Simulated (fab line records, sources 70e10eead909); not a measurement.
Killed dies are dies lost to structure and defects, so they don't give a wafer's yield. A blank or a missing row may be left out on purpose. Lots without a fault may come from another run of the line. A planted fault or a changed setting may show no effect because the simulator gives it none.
fab line records | flow nand_harc
record lots=12 wafers=36 last_day=25
route steps=1159 shown P_M2@332
lots that met no fault: from a run of the same line without faults
start_h: hours from the record's first day to the start of the lot's first wafer shown | wait_h: hours since the lot's step before | " the same as in the row above | L1.1+2: a row that stands for several wafers | - no value, or no start given | * or withheld: withheld | < > ~ a bound
route shown NAME@n: a module of which the file shows steps, and the number in the route of the first | usual: mean/standard deviation of fault-free wafers | same: alike in all rows | chamber/n: place in a boat | sites: the reading at each site | _std_site: their standard deviation | _edge_site: outer sites' mean less inner sites' | radius_mm: how far each site lies from the wafer's centre | mask NAME#n: copy n | behind: the tool/chamber that last shaped the wafer | hold: why the lot was held/for how many hours/how that ended | device: the transistor (n, p or np) that didn't switch | end of line: the same wafers' tests at the end of the route | a step without rows: its recipe alone | killed: dies lost to structure and defects at the first sort, not the wafer's yield | map: a wafer's dies, x killed, . not, _ none there
set.NAME: the setting as run; set.NAME@STEP: as run at that earlier step | model.NAME: the simulator's own value behind a step, which no gauge read
steps of the route over a sample of lots; a table a step, a row a wafer
services: from which hour (start_h, from the record's first day; less than 0 if before it) a tool's chamber was out of use, for how many hours, and why
## steps
# step NHARC_P_M2_ETCH_35
# recipe target_depth_a=400 overetch_a=120 time_s=43.94 ion_energy_ev=200 n2_flow_sccm=150 h2_flow_sccm=150 ar_flow_sccm=0 rf_w=400 bias_w=150 chemistry=N2/H2
# usual drypump_motor_current_A=5.8/0.4 oes_product_au=1.000/0.013 rf_vpp_V=430.6/2.9 showerhead_plenum_p_Torr=2.04/0.1 throttle_valve_pct=14.172/0.0097
# columns lot.wafer tool chamber start_h wait_h drypump_motor_current_A oes_product_au rf_hours_counter_h rf_vpp_V showerhead_plenum_p_Torr throttle_valve_pct
L812.2 rie_diel-06 0 123.25 0.1 5.4 1.002 2 428.5 1.94 14.164
L812.4 " 3 " " 6.4 0.986 2 429.8 1.97 14.164
L812.5 " 1 " " 6.0 1.005 - 432.1 2.10 14.179
L815.4 rie_diel-06 0 134.69 0.1 5.4 1.011 2 427.7 1.94 14.154
L815.1 " 3 " " 6.4 0.985 2 427.0 1.97 14.178
L815.6 " 0 " " 5.4 1.009 - 428.1 1.94 14.180
L814.1 rie_diel-06 2 138.74 0.1 5.8 0.998 2 434.5 2.21 14.164
L814.2 " 1 " " 6.0 0.998 2 431.1 2.10 14.164
L814.5 " 3 " " 6.4 0.981 - 428.6 1.97 14.170
L816.1 rie_diel-12 0 147.66 0.1 5.3 1.022 21 431.7 2.12 14.165
L816.3 " 1 " " 5.5 0.980 22 428.2 1.94 14.196
L816.5 " 0 " " 5.3 1.009 - 433.0 2.12 14.153
L821.2 rie_diel-06 1 169.59 0.1 5.9 0.997 4 432.5 2.10 14.164
L821.1 " 2 " " 5.8 0.997 4 437.5 2.21 14.170
L821.3 " 0 " " 5.4 1.008 4 427.4 1.94 14.187
L827.1 rie_diel-06 1 218.74 0.1 6.1 0.996 6 432.1 2.10 14.179
L827.2 " 2 " " 5.8 1.001 5 435.3 2.21 14.180
L827.5 " 2 " " 5.8 1.000 - 436.5 2.21 14.181
L829.2 rie_diel-06 2 233.72 0.1 5.8 1.017 6 436.2 2.21 14.172
L829.1 " 3 " " 6.4 0.985 6 428.4 1.97 14.189
L829.6 " 2 " " 5.8 1.002 - 434.2 2.21 14.175
L830.3 rie_diel-06 1 234.47 0.1 6.0 0.992 6 431.6 2.10 14.179
L830.1 " 2 " " 5.8 1.002 6 434.8 2.21 14.184
L830.5 " 0 " " 5.3 1.010 - 429.1 1.94 14.164
L832.3 rie_diel-13 3 248.73 0.1 5.0 1.003 53 427.8 1.92 14.168
L832.2 " 1 " " 5.6 0.986 61 430.1 1.99 14.174
L832.4 " 2 " " 5.4 1.016 59 433.2 2.14 14.153
L833.4 rie_diel-06 0 252.72 0.1 5.4 0.997 0 428.4 1.94 14.186
L833.2 " 2 " " 5.8 0.997 0 435.3 2.21 14.174
L833.5 " 0 " " 5.4 0.997 - 425.9 1.94 14.171
L834.3 rie_diel-06 2 253.42 0.1 5.8 1.012 0 435.1 2.21 14.162
L834.4 " 3 " " 6.4 1.003 0 430.0 1.97 14.157
L834.1 " 0 " " 5.4 0.999 0 427.8 1.94 14.165
L835.3 rie_diel-06 3 276.64 0.1 6.4 1.004 1 429.0 1.97 14.166
L835.4 " 1 " " 6.0 0.984 1 432.1 2.10 14.173
L835.6 " 3 " " 6.4 0.985 - 427.2 1.97 14.158
# step NHARC_P_M2_DEGAS_29
# recipe temp_c=250 time_s=60
# usual heater_power_w=324/22
# columns lot.wafer tool chamber start_h wait_h heater_power_w
L812.2 pvd_sputter-02 - 124.18 - 349
L812.4 " - " " 309
L812.5 " - " " 339
L815.4 pvd_sputter-02 - 135.65 - 338
L815.1 " - " " 319
L815.6 " - " " 305
L814.1 pvd_sputter-01 - 139.69 - 348
L814.2 " - " " 367
L814.5 " - " " 313
L816.1 pvd_sputter-02 - 148.60 - 329
L816.3 " - " " 311
L816.5 " - " " 310
L821.3 pvd_sputter-02 - 170.54 - 314
L821.2 " - " " 340
L821.1 " - " " 317
L827.1 pvd_sputter-01 - 219.81 - 361
L827.2 " - " " 346
L827.5 " - " " 312
L829.2 pvd_sputter-01 - 234.66 - 357
L829.1 " - " " 310
L829.6 " - " " 366
L830.3 pvd_sputter-01 - 235.39 - 352
L830.1 " - " " 309
L830.5 " - " " 355
L832.2 pvd_sputter-02 - 249.66 - 345
L832.3 " - " " 322
L832.4 " - " " 313
L833.4 pvd_sputter-02 - 253.65 - 311
L833.2 " - " " 305
L833.5 " - " " 324
L834.3 pvd_sputter-03 - 254.35 - 291
L834.1 " - " " 313
L834.4 " - " " 333
L835.3 pvd_sputter-01 - 277.57 - 355
L835.4 " - " " 308
L835.6 " - " " 306
# step NHARC_P_M2_PVD_20
# recipe target_thk_a=50 bias_v=168.6 power_w=15000 chamber_pressure_pa=0.12 time_s=8.06 substrate_temp_c=50 material=TaN
# usual throttle_valve_pct=29.4/1.5
# columns lot.wafer tool chamber start_h wait_h throttle_valve_pct
L812.2 pvd_sputter-02 - - - 28.6
L812.4 " - " " 29.1
L812.5 " - " " 28.6
L815.1 pvd_sputter-02 - - - 28.3
L815.4 " - " " 31.1
L815.6 " - " " 28.9
L814.2 pvd_sputter-01 - - - 29.1
L814.1 " - " " 28.6
L814.5 " - " " 28.8
L816.1 pvd_sputter-02 - - - 28.8
L816.3 " - " " 31.2
L816.5 " - " " 28.7
L821.2 pvd_sputter-02 - - - 31.2
L821.1 " - " " 28.9
L821.3 " - " " 28.8
L827.2 pvd_sputter-01 - - - 30.5
L827.1 " - " " 29.6
L827.5 " - " " 29.3
L829.2 pvd_sputter-01 - - - 29.7
L829.1 " - " " 29.3
L829.6 " - " " 29.9
L830.3 pvd_sputter-01 - - - 29.8
L830.1 " - " " 29.3
L830.5 " - " " 28.7
L832.2 pvd_sputter-02 - - - 28.4
L832.3 " - " " 30.3
L832.4 " - " " 29.1
L833.2 pvd_sputter-02 - - - 28.1
L833.4 " - " " 29.0
L833.5 " - " " 27.7
L834.4 pvd_sputter-03 - - - 31.3
L834.1 " - " " 32.8
L834.3 " - " " 29.8
L835.3 pvd_sputter-01 - - - 30.3
L835.4 " - " " 29.9
L835.6 " - " " 28.7
# step NHARC_P_M2_ECD_22
# recipe target_thk_a=4000 bath_temp_c=25 material=Cu
# columns lot.wafer tool chamber start_h wait_h
L812.2+4+5 ecd_cu-02 0,0,1 124.54 -
L815.1+4+6 ecd_cu-02 1 136.05 -
L815.1+4+6 ecd_cu-02 1 136.88 0.8
L814.1+2+5 ecd_cu-01 1,0,0 140.04 -
L816.1+3+5 ecd_cu-01 0 149.03 -
L821.1+2+3 ecd_cu-01 0,1,0 171.05 -
L821.1+2+3 ecd_cu-01 0,1,0 172.29 1.2
L827.2+1+5 ecd_cu-02 1,0,0 220.18 -
L829.1+2+6 ecd_cu-02 1,0,1 235.17 -
L830.1+3+5 ecd_cu-01 1 235.80 -
L832.2+3+4 ecd_cu-02 0,0,1 250.05 -
L833.2+4+5 ecd_cu-01 0 254.01 -
L834.1+3+4 ecd_cu-01 0,0,1 254.71 -
L835.3+4+6 ecd_cu-02 0,1,1 278.05 -
# step NHARC_P_M2_CMP_23
# recipe t_overpolish_s=20 target_thk_nm=144.3
# usual motor_current_A=11.5/1.2 time_to_endpoint_s=29/3.4
# columns lot.wafer tool chamber start_h wait_h motor_current_A time_to_endpoint_s
L812.2 cmp-03 0 125.26 - 12.8 29
L812.4 " 1 " " 12.4 35
L812.5 " 0 " " 13.2 27
L815.1 cmp-02 1 137.76 - 10.4 52
L815.4 " 0 " " 10.0 54
L815.6 " 2 " " 10.3 53
L814.1 cmp-03 1 140.79 - 11.2 34
L814.2 " 2 " " 11.2 29
L814.5 " 0 " " 13.3 28
L816.3 cmp-01 1 149.74 - 10.1 27
L816.1 " 3 " " 11.9 38
L816.5 " 0 " " 13.5 27
L821.1 cmp-02 1 173.06 - 11.6 58
L821.2 " 2 " " 10.6 60
L821.3 " 0 " " 10.4 57
L827.2 cmp-02 1 220.90 - 11.4 28
L827.1 " 0 " " 10.5 28
L827.5 " 2 " " 10.6 32
L829.2 cmp-02 0 235.96 - 11.2 29
L829.1 " 3 " " 10.7 32
L829.6 " 1 " " 11.3 27
L830.1 cmp-02 0 236.59 - 10.3 29
L830.3 " 2 " " 10.6 28
L830.5 " 0 " " 10.3 26
L832.2 cmp-01 2 250.80 - 14.7 33
L832.3 " 0 " " 13.6 29
L832.4 " 1 " " 9.9 31
L833.2 cmp-02 3 254.79 - 10.6 27
L833.4 " 0 " " 10.3 25
L833.5 " 1 " " 10.8 23
L834.3 cmp-02 3 255.43 - 11.6 30
L834.4 " 0 " " 10.4 27
L834.1 " 2 " " 10.5 26
L835.3 cmp-02 0 278.67 - 10.6 24
L835.4 " 1 " " 10.6 23
L835.6 " 0 " " 10.3 25
## services
# columns tool chamber start_h hours kind
pvd_sputter-03 - 102.00 10.0 pm
cmp-01 - 107.82 1.8 repair
cmp-03 - 109.78 1.0 repair
ecd_cu-01 - 111.60 0.4 repair
cmp-03 - 125.88 1.2 repair
cmp-02 - 128.66 4.0 pm
cmp-03 - 156.00 4.0 pm
pvd_sputter-01 - 158.00 10.0 pm
cmp-01 - 179.66 4.0 pm
ecd_cu-02 - 187.25 8.0 pm
rie_diel-06 - 188.85 0.9 repair
cmp-03 - 203.62 3.3 repair
cmp-03 - 213.42 2.3 repair
pvd_sputter-02 - 214.00 10.0 pm
rie_diel-06 0 223.46 7.6 repair
cmp-02 - 226.66 4.0 pm
cmp-01 - 236.92 0.8 repair
rie_diel-06 - 241.20 9.0 pm
cmp-03 - 254.00 4.0 pm
pvd_sputter-02 - 259.86 11.5 repair
cmp-01 - 265.23 0.8 repair
pvd_sputter-01 - 265.69 5.6 repair
cmp-03 - 269.83 1.2 repair
ecd_cu-01 - 272.04 8.0 pm
## key
first_sign step=NHARC_P_M2_ECD_22 reading=visit direction=added
effect step=NHARC_P_M2_CMP_23 reading=time_to_endpoint_s direction=up sigmas=7.7 usual=* struck=*
met_at NHARC_P_M2_ECD_22
struck_lots L815,L821
not_acting_at NHARC_P_M2_ETCH_35,NHARC_P_M2_DEGAS_29,NHARC_P_M2_PVD_20
fault kind=repeated_step_whole tool=ecd_cu-01,ecd_cu-02 chamber=- onset_h=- steps=NHARC_P_M2_ECD_22 times=1 scope=struck_lots_only
